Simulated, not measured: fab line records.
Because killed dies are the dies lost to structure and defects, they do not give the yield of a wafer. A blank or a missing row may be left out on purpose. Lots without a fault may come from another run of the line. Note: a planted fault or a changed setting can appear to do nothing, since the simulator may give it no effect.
3 desks, one fault / flow n5 finfet / each desk has only its own numbers; what lay behind them comes last

## FROM THE METROLOGY DESK
Lot by lot, what the gauges showed, no matter which tool ran the lot: averages of those sampled wafers that carry a number. Any lot whose mean is over 4 standard deviations away from the usual mean is out of limits and marked OUT; that distance is given in the brackets. Of its 11 readings 7 are shown: those that lie furthest out on some lot.
Columns: A = IOFF_N at N5_BEOL_M4_RC_MEAS_101, usual 0.17 nA/um; B = IOFF_P at N5_BEOL_M4_RC_MEAS_101, usual 0.22 nA/um; C = ION_N at N5_BEOL_M4_RC_MEAS_101, usual 679 uA/um; D = ION_P at N5_BEOL_M4_RC_MEAS_101, usual 465 uA/um; E = SS_P at N5_BEOL_M4_RC_MEAS_101, usual 73.6 mV/dec; F = VT_N at N5_BEOL_M4_RC_MEAS_101, usual 249 mV; G = VT_P at N5_BEOL_M4_RC_MEAS_101, usual -249 mV
lot=L344; first seen here=day 1 21:38; A=0.13; B=0.17; C=660; D=452; E=73.5; F=254; G=-256
lot=L345; first seen here=day 2 03:58; A=0.18; B=0.23; C=684; D=468; E=73.5; F=246; G=-249
lot=L346; first seen here=day 2 09:40; A=0.14; B=0.20; C=673; D=462; E=73.8; F=253; G=-253
lot=L347; first seen here=day 2 16:03; A=0.18; B=0.22; C=688; D=468; E=74.2; F=250; G=-252
lot=L348; first seen here=day 2 22:31; A=0.18; B=0.24; C=675; D=466; E=73.6; F=250; G=-248
lot=L354; first seen here=day 4 09:17; A=0.17; B=0.20; C=676; D=461; E=73.9; F=249; G=-254
lot=L355; first seen here=day 4 16:08; A=0.16; B=0.23; C=673; D=466; E=74.3; F=250; G=-248
lot=L363; first seen here=day 6 15:55; A=0.17; B=0.23; C=675; D=464; E=73.7; F=250; G=-248
lot=L364; first seen here=day 6 21:24; A=0.15; B=0.18; C=675; D=459; E=73.2; F=250; G=-253
lot=L366; first seen here=day 7 10:11; A=0.24; B=0.34; C=709; D=489; E=74.7; F=242; G=-239
lot=L367; first seen here=day 7 15:40; A=0.14; B=0.19; C=659; D=452; E=73.2; F=250; G=-253
This desk's finding: nothing out of limits on any of the 11 lots.

## THE DEFECT DESK
Lot by lot, what the route's inspections counted, given as the mean of those sampled wafers with a number. Any lot whose mean is over 4 standard deviations away from the usual mean is out of limits and marked OUT; that distance is given in the brackets.
Columns: A = raw defect count at N5_PMOS_HMC_CHANNEL_EPI_INSPECT_30, usual 18
lot=L344; first seen here=day 1 20:18; A=18
lot=L345; first seen here=day 2 02:41; A=21
lot=L346; first seen here=day 2 08:28; A=19
lot=L347; first seen here=day 2 14:51; A=19
lot=L348; first seen here=day 2 21:05; A=15
lot=L354; first seen here=day 4 07:58; A=23
lot=L355; first seen here=day 4 14:49; A=22
lot=L363; first seen here=day 6 14:19; A=20
lot=L364; first seen here=day 6 20:04; A=13
lot=L366; first seen here=day 7 08:04; A=20
lot=L367; first seen here=day 7 14:28; A=11
This desk's finding: nothing out of limits on any of the 11 lots.

## THE TOOL OWNER'S DESK: litho track-04
The tool's own readings at N5_FIN_SAQP_COAT_50 (time 60 s, resist thk 35 nm): means of the sampled wafers that have a number, for each lot that ran on this tool. Any lot whose mean is over 4 standard deviations away from the usual mean is out of limits and marked OUT; that distance is given in the brackets.
Columns: A = spin speed rpm at N5_FIN_SAQP_COAT_50, usual 1500.1 rpm
lot=L347; first seen here=day 2 15:49; A=1499.1
lot=L348; first seen here=day 2 22:16; A=1501.5
lot=L354; first seen here=day 4 08:55; A=1535.8 (+37) OUT
lot=L355; first seen here=day 4 15:46; A=1536.4 (+38) OUT
lot=L366; first seen here=day 7 09:49; A=1499.8
This desk's finding: out of limits on L354, L355; first on L354, day 4 08:55 (spin speed rpm at N5_FIN_SAQP_COAT_50). L347, L348, L366 stayed within limits.

## TAKEN TOGETHER
At day 4 08:55, on L354, L355, the tool owner's desk was in a position to raise an alarm.
Nothing out of limits was seen by the metrology desk.
Nothing out of limits was seen by the defect desk.
The metrology desk has L354, L355 on record, within its limits.
The defect desk has L354, L355 on record, within its limits.
On litho track-04, each named lot ran N5_FIN_SAQP_COAT_50.

## WHAT THE SIMULATOR HAD PUT IN
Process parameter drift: litho track-04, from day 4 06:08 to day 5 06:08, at N5_FIN_SAQP_COAT_50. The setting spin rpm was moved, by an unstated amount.
Lots struck among those shown: L354, L355.
Time in hours from fault onset to the first out-of-limits reading at each desk: the tool owner's desk, 3.
